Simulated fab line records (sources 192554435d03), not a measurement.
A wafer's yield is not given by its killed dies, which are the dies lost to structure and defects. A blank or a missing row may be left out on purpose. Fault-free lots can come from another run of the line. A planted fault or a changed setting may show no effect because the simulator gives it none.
Which of the tools did it?    flow n5_finfet    24 lots, 72 wafers sampled, at 6 steps of a route of 1938

## WHAT THE GAUGES READ, wafer by wafer
N5_BEOL_M4_THK_MEAS_01. Usual: M4_ILD_THK typically reads 79.0 nm, with standard deviation 0.91.
lot   measured      on             M4_ILD_THK (nm)  flag
L074  day 7 04:12   film_metro-01  78.0 79.4 79.0   
L075  day 7 20:08   film_metro-01  78.1 76.8 78.9   
L076  day 8 04:18   film_metro-01  78.1 80.0 79.4   
L077  day 8 05:35   film_metro-02  78.3 79.8 80.0   
L078  day 8 08:19   film_metro-02  80.2 79.1 79.0   
L079  day 8 16:11   film_metro-02  78.5 77.9 79.9   
L080  day 9 02:46   film_metro-01  78.8 79.2 79.8   
L082  day 9 03:01   film_metro-01  77.2 77.8 79.8   
L081  day 9 10:04   film_metro-01  79.4 80.7 80.8   
L083  day 9 10:20   film_metro-01  78.6 77.7 80.3   
L084  day 9 20:01   film_metro-02  78.1 79.4 79.8   
L085  day 10 01:17  film_metro-01  78.9 79.9 80.5   
L086  day 10 18:04  film_metro-01  81.0 80.1 79.8   
L087  day 10 14:07  film_metro-02  79.3 79.1 78.5   
L089  day 11 02:41  film_metro-02  79.5 78.9 80.0   
L088  day 11 03:19  film_metro-01  78.2 79.2 80.5   
L090  day 11 05:47  film_metro-02  78.3 78.3 79.5   
L091  day 11 09:42  film_metro-01  78.1 78.1 80.0   
L092  day 11 22:17  film_metro-02  79.1 80.8 80.6   
L094  day 12 07:44  film_metro-02  78.3 79.0 78.7   
L093  day 12 07:57  film_metro-02  77.6 78.6 79.0   
L095  day 12 11:33  film_metro-01  78.6 79.8 78.9   
L096  day 12 17:24  film_metro-02  78.9 78.6 78.6   
L097  day 13 09:54  film_metro-02  78.2 79.8 80.3   

## TOOL THAT RAN EACH LOT (tool first, then ch and the chambers of the sampled wafers, then the start)
lot   N5_BEOL_M2_CMP_52              N5_BEOL_M2_DEP_57                N5_BEOL_M3_DEGAS_44           N5_BEOL_M3_SPUTTER_81         N5_BEOL_M3_ANNEAL_89
L074  cmp-02 ch 1,2,3, day 6 19:26   pecvd-02 ch 1,2, day 6 19:53     pvd_sputter-01, day 7 00:16   pvd_sputter-01, day 7 01:42   pvd_sputter-01, day 7 02:13
L075  cmp-01 ch 0,1,3, day 7 10:40   pecvd-01 ch 0,2, day 7 11:09     pvd_sputter-03, day 7 16:19   pvd_sputter-02, day 7 17:38   pvd_sputter-02, day 7 18:09
L076  cmp-02 ch 1,2,3, day 7 14:10   pecvd-02 ch 0,1, day 7 14:37     pvd_sputter-01, day 8 00:44   pvd_sputter-01, day 8 01:48   pvd_sputter-01, day 8 02:19
L077  cmp-04 ch 1,3, day 7 16:56     pecvd-02 ch 0,1, day 7 17:23     pvd_sputter-01, day 8 01:10   pvd_sputter-03, day 8 02:56   pvd_sputter-03, day 8 03:27
L078  cmp-02 ch 1,3, day 7 23:17     pecvd-02 ch 0,1,2, day 7 23:44   pvd_sputter-03, day 8 04:35   pvd_sputter-03, day 8 05:49   pvd_sputter-03, day 8 06:20
L079  cmp-01 ch 0,2, day 8 07:20     pecvd-04 ch 1,2, day 8 07:49     pvd_sputter-02, day 8 11:07   pvd_sputter-02, day 8 13:41   pvd_sputter-02, day 8 14:12
L080  cmp-01 ch 1,2, day 8 14:00     pecvd-02 ch 1,2, day 8 14:29     pvd_sputter-02, day 8 23:14   pvd_sputter-02, day 9 00:16   pvd_sputter-02, day 9 00:47
L082  cmp-02 ch 0,2, day 8 17:38     pecvd-04 ch 1,2, day 8 18:09     pvd_sputter-01, day 8 23:17   pvd_sputter-01, day 9 00:27   pvd_sputter-01, day 9 00:58
L081  cmp-02 ch 1,2,3, day 8 19:46   pecvd-01 ch 0,1,2, day 8 20:13   pvd_sputter-03, day 9 05:53   pvd_sputter-03, day 9 06:56   pvd_sputter-03, day 9 07:28
L083  cmp-01 ch 0,1, day 8 22:51     pecvd-02 ch 1,2, day 8 23:23     pvd_sputter-03, day 9 05:58   pvd_sputter-02, day 9 07:05   pvd_sputter-02, day 9 07:36
L084  cmp-04 ch 1,3, day 9 11:49     pecvd-04 ch 0,1, day 9 12:17     pvd_sputter-01, day 9 16:28   pvd_sputter-01, day 9 17:29   pvd_sputter-01, day 9 18:00
L085  cmp-04 ch 0,2,3, day 9 16:41   pecvd-02 ch 0,1,2, day 9 17:11   pvd_sputter-02, day 9 21:34   pvd_sputter-02, day 9 22:47   pvd_sputter-02, day 9 23:18
L086  cmp-02 ch 0,3, day 10 03:55    pecvd-01 ch 0,1,2, day 10 04:26  pvd_sputter-03, day 10 14:26  pvd_sputter-02, day 10 15:31  pvd_sputter-02, day 10 16:02
L087  cmp-01 ch 0,2,3, day 10 04:49  pecvd-01 ch 0,1, day 10 05:17    pvd_sputter-02, day 10 10:22  pvd_sputter-02, day 10 11:34  pvd_sputter-02, day 10 12:05
L089  cmp-04 ch 0,1,2, day 10 15:08  pecvd-02 ch 0,1,2, day 10 15:35  pvd_sputter-03, day 10 23:08  pvd_sputter-03, day 11 00:11  pvd_sputter-03, day 11 00:43
L088  cmp-04 ch 0,2,3, day 10 15:21  pecvd-02 ch 0,2, day 10 15:48    pvd_sputter-03, day 10 23:17  pvd_sputter-02, day 11 00:48  pvd_sputter-02, day 11 01:19
L090  cmp-02 ch 0,1,2, day 10 20:28  pecvd-01 ch 0,1,2, day 10 20:52  pvd_sputter-01, day 11 02:13  pvd_sputter-01, day 11 03:17  pvd_sputter-01, day 11 03:48
L091  cmp-04 ch 2,3, day 11 00:13    pecvd-04 ch 0,1, day 11 00:40    pvd_sputter-03, day 11 05:55  pvd_sputter-02, day 11 07:11  pvd_sputter-02, day 11 07:43
L092  cmp-04 ch 0,1,2, day 11 12:50  pecvd-02 ch 0,1, day 11 13:13    pvd_sputter-03, day 11 18:01  pvd_sputter-02, day 11 19:38  pvd_sputter-02, day 11 20:10
L094  cmp-04 ch 0,1,2, day 11 17:28  pecvd-04 ch 0,1,2, day 11 17:56  pvd_sputter-03, day 12 04:05  pvd_sputter-03, day 12 05:14  pvd_sputter-03, day 12 05:46
L093  cmp-01 ch 0,3, day 11 20:59    pecvd-01 ch 0,1,2, day 11 21:32  pvd_sputter-02, day 12 04:15  pvd_sputter-02, day 12 05:25  pvd_sputter-02, day 12 05:56
L095  cmp-02 ch 1,2,3, day 12 02:22  pecvd-02 ch 0,1,2, day 12 02:50  pvd_sputter-02, day 12 08:02  pvd_sputter-01, day 12 09:02  pvd_sputter-01, day 12 09:34
L096  cmp-04 ch 2,3, day 12 06:58    pecvd-04 ch 0,1,2, day 12 07:27  pvd_sputter-01, day 12 13:54  pvd_sputter-01, day 12 14:55  pvd_sputter-01, day 12 15:26
L097  cmp-02 ch 0,2,3, day 12 21:41  pecvd-02 ch 0,1, day 12 22:08    pvd_sputter-03, day 13 06:04  pvd_sputter-01, day 13 07:23  pvd_sputter-01, day 13 07:55
- N5_BEOL_M2_CMP_52: polishes, stops on SiOC, t overpolish 6.8 s, target thk 40 nm.
- N5_BEOL_M2_DEP_57: deposits SiCN from 3MS/NH3, target thk 8 nm, time 14 s.
- N5_BEOL_M3_DEGAS_44: time 60 s.
- N5_BEOL_M3_SPUTTER_81: material Cu, target thk 4.5 nm, time 8.29 s.
- N5_BEOL_M3_ANNEAL_89: time 240 s.

## AS READ BY THE TOOLS THEMSELVES (means over the sampled wafers that have a number; for cases with no such wafer, the mark the record gives instead)
N5_BEOL_M2_CMP_52. Usual: barrier_field_endpoint_s 24.8 s, standard deviation 0.55; edge_zone_pressure_frac 1.000, standard deviation 0.0048; motor_current_A 6.2 A, standard deviation 0.69; overpolish_run_s 6.801 s, standard deviation 0.0084; platen_rpm 50.00 rpm, standard deviation 0.038; time_to_endpoint_s 63.8 s, standard deviation 2.8.
lot   tool    barrier_field_endpoint_s (s)  edge_zone_pressure_frac  motor_current_A (A)  overpolish_run_s (s)  platen_rpm (rpm)  time_to_endpoint_s (s)  flag
L074  cmp-02  24.5                          0.996                    6.0                  6.810                 49.96             61.7                    
L075  cmp-01  24.1                          0.994                    6.7                  6.795                 49.98             62.9                    
L076  cmp-02  24.6                          1.003                    5.9                  6.794                 50.01             63.8                    
L077  cmp-04  25.0                          0.998                    6.2                  6.808                 49.99             64.0                    
L078  cmp-02  25.3                          1.000                    6.0                  6.803                 49.98             65.3                    
L079  cmp-01  24.7                          0.997                    6.4                  6.808                 49.96             63.5                    
L080  cmp-01  24.5                          1.000                    7.5                  6.805                 50.02             61.5                    
L082  cmp-02  24.6                          1.000                    6.2                  6.799                 50.01             65.1                    
L081  cmp-02  24.5                          1.000                    6.0                  6.800                 50.01             64.3                    
L083  cmp-01  24.4                          1.005                    7.4                  6.800                 50.01             64.0                    
L084  cmp-04  24.3                          1.002                    6.1                  6.792                 50.04             62.7                    
L085  cmp-04  25.2                          1.001                    6.0                  6.808                 49.99             63.8                    
L086  cmp-02  25.0                          0.999                    6.4                  6.796                 50.01             64.9                    
L087  cmp-01  24.7                          1.002                    6.2                  6.801                 50.02             61.7                    
L089  cmp-04  24.3                          1.003                    5.7                  6.797                 50.00             63.3                    
L088  cmp-04  25.1                          1.007                    5.9                  6.803                 50.01             64.9                    
L090  cmp-02  25.5                          1.001                    6.0                  6.806                 49.99             70.5                    
L091  cmp-04  24.9                          1.001                    6.1                  6.799                 49.99             61.2                    
L092  cmp-04  24.4                          1.004                    5.8                  6.795                 50.00             59.4                    
L094  cmp-04  26.0                          1.003                    5.8                  6.805                 50.03             66.6                    
L093  cmp-01  24.3                          0.998                    6.0                  6.794                 49.98             61.3                    
L095  cmp-02  25.2                          1.001                    6.0                  6.792                 50.02             62.6                    
L096  cmp-04  25.4                          0.997                    6.4                  6.799                 49.99             67.6                    
L097  cmp-02  25.0                          1.001                    6.0                  6.805                 50.04             60.6                    

N5_BEOL_M2_DEP_57. Usual: showerhead_plenum_p_Torr 3.668 Torr, standard deviation 0.015; throttle_valve_pct 9.2 %, standard deviation 0.6.
lot   tool      showerhead_plenum_p_Torr (Torr)  throttle_valve_pct (%)  flag
L074  pecvd-02  3.667                            9.1                     
L075  pecvd-01  3.647                            8.7                     
L076  pecvd-02  3.670                            9.7                     
L077  pecvd-02  3.666                            9.6                     
L078  pecvd-02  3.665                            9.3                     
L079  pecvd-04  3.667                            9.6                     
L080  pecvd-02  3.668                            9.2                     
L082  pecvd-04  3.661                            10.1                    
L081  pecvd-01  3.657                            8.7                     
L083  pecvd-02  3.666                            9.1                     
L084  pecvd-04  3.683                            9.5                     
L085  pecvd-02  3.672                            9.5                     
L086  pecvd-01  3.655                            8.7                     
L087  pecvd-01  3.667                            8.6                     
L089  pecvd-02  3.670                            9.3                     
L088  pecvd-02  3.673                            9.1                     
L090  pecvd-01  3.659                            8.7                     
L091  pecvd-04  3.678                            9.3                     
L092  pecvd-02  3.671                            9.5                     
L094  pecvd-04  3.673                            9.3                     
L093  pecvd-01  3.661                            8.8                     
L095  pecvd-02  3.665                            9.5                     
L096  pecvd-04  3.670                            9.2                     
L097  pecvd-02  3.668                            10.1                    

N5_BEOL_M3_DEGAS_44. Usual: heater_power_w reads 325 W (standard deviation 34).
lot   tool            heater_power_w (W)  flag
L074  pvd_sputter-01  325                 
L075  pvd_sputter-03  321                 
L076  pvd_sputter-01  323                 
L077  pvd_sputter-01  352                 
L078  pvd_sputter-03  315                 
L079  pvd_sputter-02  293                 
L080  pvd_sputter-02  266                 
L082  pvd_sputter-01  341                 
L081  pvd_sputter-03  324                 
L083  pvd_sputter-03  322                 
L084  pvd_sputter-01  332                 
L085  pvd_sputter-02  286                 
L086  pvd_sputter-03  339                 
L087  pvd_sputter-02  292                 
L089  pvd_sputter-03  324                 
L088  pvd_sputter-03  333                 
L090  pvd_sputter-01  351                 
L091  pvd_sputter-03  336                 
L092  pvd_sputter-03  335                 
L094  pvd_sputter-03  318                 
L093  pvd_sputter-02  322                 
L095  pvd_sputter-02  296                 
L096  pvd_sputter-01  368                 
L097  pvd_sputter-03  322                 

N5_BEOL_M3_SPUTTER_81. Usual: substrate_temp_c -19.99 C, standard deviation 0.12; throttle_valve_pct 29.6 %, standard deviation 1.4.
lot   tool            substrate_temp_c (C)  throttle_valve_pct (%)  flag
L074  pvd_sputter-01  -19.96                29.0                    
L075  pvd_sputter-02  -19.99                30.3                    
L076  pvd_sputter-01  -20.00                28.6                    
L077  pvd_sputter-03  -20.01                30.7                    
L078  pvd_sputter-03  -19.99                30.7                    
L079  pvd_sputter-02  -20.10                29.7                    
L080  pvd_sputter-02  -19.99                30.3                    
L082  pvd_sputter-01  -19.96                29.3                    
L081  pvd_sputter-03  -20.05                30.2                    
L083  pvd_sputter-02  -19.99                30.4                    
L084  pvd_sputter-01  -20.00                28.4                    
L085  pvd_sputter-02  -20.00                30.3                    
L086  pvd_sputter-02  -19.93                30.0                    
L087  pvd_sputter-02  -19.99                30.2                    
L089  pvd_sputter-03  -19.97                30.3                    
L088  pvd_sputter-02  -20.03                30.4                    
L090  pvd_sputter-01  -20.02                27.4                    
L091  pvd_sputter-02  -19.92                29.9                    
L092  pvd_sputter-02  -19.94                30.8                    
L094  pvd_sputter-03  -20.00                30.0                    
L093  pvd_sputter-02  -19.96                29.5                    
L095  pvd_sputter-01  -20.05                27.9                    
L096  pvd_sputter-01  -19.98                29.2                    
L097  pvd_sputter-01  -19.96                29.2                    

N5_BEOL_M3_ANNEAL_89. Usual: heater_power_w reads 792 W (standard deviation 95).
lot   tool            heater_power_w (W)  flag
L074  pvd_sputter-01  885                 
L075  pvd_sputter-02  731                 
L076  pvd_sputter-01  916                 
L077  pvd_sputter-03  768                 
L078  pvd_sputter-03  770                 
L079  pvd_sputter-02  734                 
L080  pvd_sputter-02  723                 
L082  pvd_sputter-01  898                 
L081  pvd_sputter-03  811                 
L083  pvd_sputter-02  787                 
L084  pvd_sputter-01  826                 
L085  pvd_sputter-02  715                 
L086  pvd_sputter-02  790                 
L087  pvd_sputter-02  656                 
L089  pvd_sputter-03  802                 
L088  pvd_sputter-02  708                 
L090  pvd_sputter-01  804                 
L091  pvd_sputter-02  800                 
L092  pvd_sputter-02  716                 
L094  pvd_sputter-03  767                 
L093  pvd_sputter-02  801                 
L095  pvd_sputter-01  816                 
L096  pvd_sputter-01  901                 
L097  pvd_sputter-01  899                 

## THE ANSWER, worked out from the rows above alone
Rule: a lot is off if the mean of its wafers that have a number lies more than 3 standard deviations from the usual mean. A lot without any number at a reading at which 4 lots or more have one is off too. Where the step has rows for the other lots, those lots are counted as sound. After the gauges, taken in route order, come the tools' own readings; for these a lot's mean is taken, as printed above. At the first step where some lot is off, the reading lying furthest off is the one used; lots without a number count as furthest.
Across all readings shown, no lot is off: no conclusion can be drawn from this.

## WHAT WAS PUT IN BY THE SIMULATOR
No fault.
